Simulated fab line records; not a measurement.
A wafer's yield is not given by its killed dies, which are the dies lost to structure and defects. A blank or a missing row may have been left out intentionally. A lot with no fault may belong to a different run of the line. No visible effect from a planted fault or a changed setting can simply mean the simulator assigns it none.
A struck lot beside a sound one + flow n5_finfet + 14 out of 1938 route steps
Sound: the wafers L924.1, L924.2, L924.3. Struck: wafer L933.4 (L933.1, L933.6, from the same lot, were not struck and are left out); the cause is given at the end.
At each step with rows: each side's tool, then ch and its chambers, then its first start. Under that, the readings that differ: sound wafers + struck wafers + difference of the means + sigmas: that difference in standard deviations of wafers without a fault.
alike: same words and numbers on both sides, and readings whose means sit less than 2 such deviations apart. not compared: any withheld reading, any reading some wafer has no value for, any bound like >300 that may hide the same value, and any number with overlapping values for which the record gives no deviation.
Wherever a step has rows on one side only, a row that says differs or no value, or a row with sigmas, the two part there. Numbers that don't overlap but have no deviation are shown without sigmas and don't part them. Lack of a reading on every wafer of one side parts them only where that side has two or more wafers.

first, 7 steps without rows for these wafers: N5_PASSIVATION_COAT_38; N5_PASSIVATION_EBR_40; N5_PASSIVATION_SOFTBAKE_39 (time 120 s); N5_PASSIVATION_EXPOSE_41 (exposes mask PASS OPEN, defocus 0 nm, target cd 40000 nm); N5_PASSIVATION_PEB_42; N5_PASSIVATION_DEVELOP_43 (develop time 60 s); N5_PASSIVATION_HARDBAKE_45 (time 120 s).
N5_PASSIVATION_CD_MEAS_44: the cd target is 40000 nm.
  sound on cd_sem-03 ch 0, day 13 06:47; struck on cd_sem-03 ch 0, day 16 06:40
  alike: cd_nm
N5_PASSIVATION_OVL_MEAS_66:
  sound on overlay-01 ch 0, day 13 06:49; struck on overlay-02 ch 0, day 16 06:42
  alike: PASS_OPEN_OVL
N5_PASSIVATION_INSPECT_67: inspects for defects (macro).
  sound: defect_inspect-02 at day 13 06:50; struck: defect_inspect-02 at day 16 06:44
  alike: raw_defect_count
N5_PASSIVATION_DESCUM_46: chemistry O2, time 7.9 s.
  sound on rie_diel-06 ch 1,2,3, day 13 06:52; struck on rie_diel-06 ch 1, day 16 06:46
  alike: drypump_motor_current_A, oes_product_au, rf_vpp_V, showerhead_plenum_p_Torr, throttle_valve_pct
  not compared: rf_hours_counter_h
N5_PASSIVATION_PASS_ETCH_47: etches SiNx in CF4/O2, target depth 770 nm, time 385 s.
  sound on rie_diel-06 ch 1,2,3, day 13 06:55; struck on rie_diel-06 ch 1, day 16 06:48
  alike: bias_w, drypump_motor_current_A, oes_product_au, rf_vpp_V, showerhead_plenum_p_Torr, throttle_valve_pct
  not compared: rf_hours_counter_h
N5_PASSIVATION_ETCH_54: etches SiO2 in CHF3/O2, target depth 880 nm, time 440 s.
  sound on rie_diel-06 ch 1,2,3, day 13 07:08; struck on rie_diel-06 ch 1, day 16 07:02
| reading                                 | sound             | struck | difference | sigmas |
|-----------------------------------------|-------------------|--------|------------|--------|
| bias_w (W)                              | 169.8 169.8 169.2 | 160.2  | -9.4       | -17    |
| rf_vpp_V (V)                            | 530 516 521       | 493    | -29        | -5     |
| model.etch.depth_nm (nm)                | 863.1 881.9 881.5 | 854.3  | -21.2      |        |
| model.PASSIVATION.feature_depth_nm (nm) | 863.2 882 881.6   | 854.4  | -21.2      |        |
  alike: drypump_motor_current_A, oes_product_au, showerhead_plenum_p_Torr, throttle_valve_pct
  not compared: rf_hours_counter_h
N5_PASSIVATION_STRIP_48: strips in O2.
  sound on rie_diel-06 ch 1,2,3, day 13 07:25; struck on rie_diel-06 ch 1, day 16 07:19
  alike: drypump_motor_current_A, oes_product_au, rf_vpp_V, showerhead_plenum_p_Torr, throttle_valve_pct
  not compared: rf_hours_counter_h

== WHERE THEY PART ==
Within this record, at N5_PASSIVATION_ETCH_54 only. Later steps at which nothing parts them and some readings are alike: N5_PASSIVATION_STRIP_48.

WHY: what had been put in by the simulator
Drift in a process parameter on rie_diel-06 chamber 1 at N5_PASSIVATION_ETCH_54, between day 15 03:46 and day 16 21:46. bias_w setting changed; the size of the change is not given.
